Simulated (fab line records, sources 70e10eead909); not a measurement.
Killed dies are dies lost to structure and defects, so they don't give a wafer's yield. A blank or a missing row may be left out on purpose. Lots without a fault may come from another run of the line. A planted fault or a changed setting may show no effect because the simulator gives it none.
Tool commonality check | flow nand_harc | 2 lots, 6 wafers sampled

WHY IT WAS OPENED
At NHARC_END_SORT_01 the reading killed_dies is flagged on 2 of 2 lots. Wafers without a fault read 61, standard deviation 16.
Rule: a lot is flagged when every wafer of it that has a number lies more than 4 standard deviations from that mean, or none has a number. The other lots count as sound.

lot  | measured     | on        | killed_dies, wafer by wafer | flag
L638 | day 30 10:31 | prober-01 | 315 226 294                 | FLAGGED
L640 | day 31 02:25 | prober-02 | 291 332 313                 | FLAGGED
The numbers of the flagged lots are 295 on average: +234 against the usual, or +15 standard deviations.

WHICH TOOL RAN EACH LOT
The record holds 3 process steps before the reading, out of a route of 1302 steps. In each cell: the tool, then ch and the chambers that the sampled wafers went through, then the start.
lot  | flag    | NHARC_A_CONTACT_DEP_84        | NHARC_A_M1_DEP_33               | NHARC_THIN_TSV_PRE_CLEAN_54
L638 | FLAGGED | acl_dep-01 ch 0, day 28 03:41 | pecvd-04 ch 1,2, day 29 00:11   | pvd_sputter-02, day 30 02:57
L640 | FLAGGED | acl_dep-01 ch 0, day 28 21:10 | pecvd-04 ch 0,1,2, day 29 16:50 | pvd_sputter-02, day 30 15:30
What these steps do:
- NHARC_A_CONTACT_DEP_84: deposits aC, target thk 2800 nm.
- NHARC_A_M1_DEP_33: deposits SiCN, target thk 30 nm.
- NHARC_THIN_TSV_PRE_CLEAN_54: time 30 s.
- NHARC_END_SORT_01

FLAGGED OVER TOTAL, TOOL BY TOOL (the gauges that took the reading come last)
step                        | tool           | lots run | flagged | share of the flagged lots | sound lots run after its first flagged lot
NHARC_A_CONTACT_DEP_84      | acl_dep-01     | 2        | 2       | all                       | 0
NHARC_A_M1_DEP_33           | pecvd-04       | 2        | 2       | all                       | 0
NHARC_THIN_TSV_PRE_CLEAN_54 | pvd_sputter-02 | 2        | 2       | all                       | 0
NHARC_END_SORT_01           | prober-01      | 1        | 1       | some                      | 0
NHARC_END_SORT_01           | prober-02      | 1        | 1       | some                      | 0

WHAT THE TABLE ALLOWS
3 rows of the table ran every flagged lot: acl_dep-01 at NHARC_A_CONTACT_DEP_84, pecvd-04 at NHARC_A_M1_DEP_33, pvd_sputter-02 at NHARC_THIN_TSV_PRE_CLEAN_54.
- acl_dep-01 at NHARC_A_CONTACT_DEP_84: 2 of its 2 lots flagged. It ran no sound lot before its first flagged lot in this sample, so the start can't be narrowed down.
- pecvd-04 at NHARC_A_M1_DEP_33: 2 of its 2 lots flagged. It ran no sound lot before its first flagged lot in this sample, so the start can't be narrowed down.
- pvd_sputter-02 at NHARC_THIN_TSV_PRE_CLEAN_54: 2 of its 2 lots flagged. It ran no sound lot before its first flagged lot in this sample, so the start can't be narrowed down.
Counting lots can't tell these 3 tools apart, because each fits a fault that began at some hour. More lots, or a look at what each step does to the wafer, might.

WHAT THE SIMULATOR HAD PUT IN
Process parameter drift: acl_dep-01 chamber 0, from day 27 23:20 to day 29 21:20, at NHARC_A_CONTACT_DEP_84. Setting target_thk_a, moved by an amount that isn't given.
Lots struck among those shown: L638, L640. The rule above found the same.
